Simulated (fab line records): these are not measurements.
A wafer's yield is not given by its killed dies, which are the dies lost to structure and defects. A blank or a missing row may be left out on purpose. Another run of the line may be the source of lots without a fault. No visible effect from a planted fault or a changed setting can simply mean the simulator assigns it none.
Matching of chambers || flow n5_finfet || N5_FIN_SAQP_SPACER2_ALD_28 on ald_sin-01: 4 sister chambers
The step deposits SiO2, target thk 8.1 nm, pulse time 1 s, purge time 2 s. 4 wafers are shown with their chamber, then 9 later ones without.

EACH WAFER AND ITS CHAMBER
{"wafer": "L085.6", "chamber": 3, "heater_power_w (W)": 351}
{"wafer": "L086.4", "chamber": 2, "heater_power_w (W)": 473}
{"wafer": "L086.5", "chamber": 0, "heater_power_w (W)": 390}
{"wafer": "L086.6", "chamber": 1, "heater_power_w (W)": 470}

WAFERS MISSING THEIR CHAMBER
{"wafer": "L088.2", "heater_power_w (W)": 352}
{"wafer": "L088.3", "heater_power_w (W)": 476}
{"wafer": "L088.6", "heater_power_w (W)": 346}
{"wafer": "L091.1", "heater_power_w (W)": 392}
{"wafer": "L091.3", "heater_power_w (W)": 462}
{"wafer": "L091.4", "heater_power_w (W)": 396}
{"wafer": "L095.1", "heater_power_w (W)": 396}
{"wafer": "L095.3", "heater_power_w (W)": 469}
{"wafer": "L095.4", "heater_power_w (W)": 477}

THE CHAMBER EACH PASSED THROUGH
{"wafer": "L088.2", "from the rows above": 3, "in truth": 3}
{"wafer": "L088.3", "from the rows above": "can't be placed: 2 or 1", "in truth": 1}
{"wafer": "L088.6", "from the rows above": 3, "in truth": 3}
{"wafer": "L091.1", "from the rows above": 0, "in truth": 0}
{"wafer": "L091.3", "from the rows above": "can't be placed: 1 or 2", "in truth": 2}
{"wafer": "L091.4", "from the rows above": 0, "in truth": 0}
{"wafer": "L095.1", "from the rows above": 0, "in truth": 0}
{"wafer": "L095.3", "from the rows above": "can't be placed: 1 or 2", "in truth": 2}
{"wafer": "L095.4", "from the rows above": "can't be placed: 2 or 1", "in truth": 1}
5 of 9 placed correctly. From these rows, 4 cannot be placed; in 4 the true chamber is one of the candidates. Wrongly placed: 0.
How it was worked out, from the rows above alone: a wafer's distance from a chamber is the root of the sum, over the readings, of the square of ((its reading less the chamber's mean) divided by the reading's scatter). If the next closest chamber is less than 2 further off than the closest, the wafer can't be placed; otherwise it belongs to the closest. A chamber's mean is the mean of its shown wafers. The scatter: root of mean squared gap, hidden wafer to nearest shown wafer, with one shown wafer a chamber.
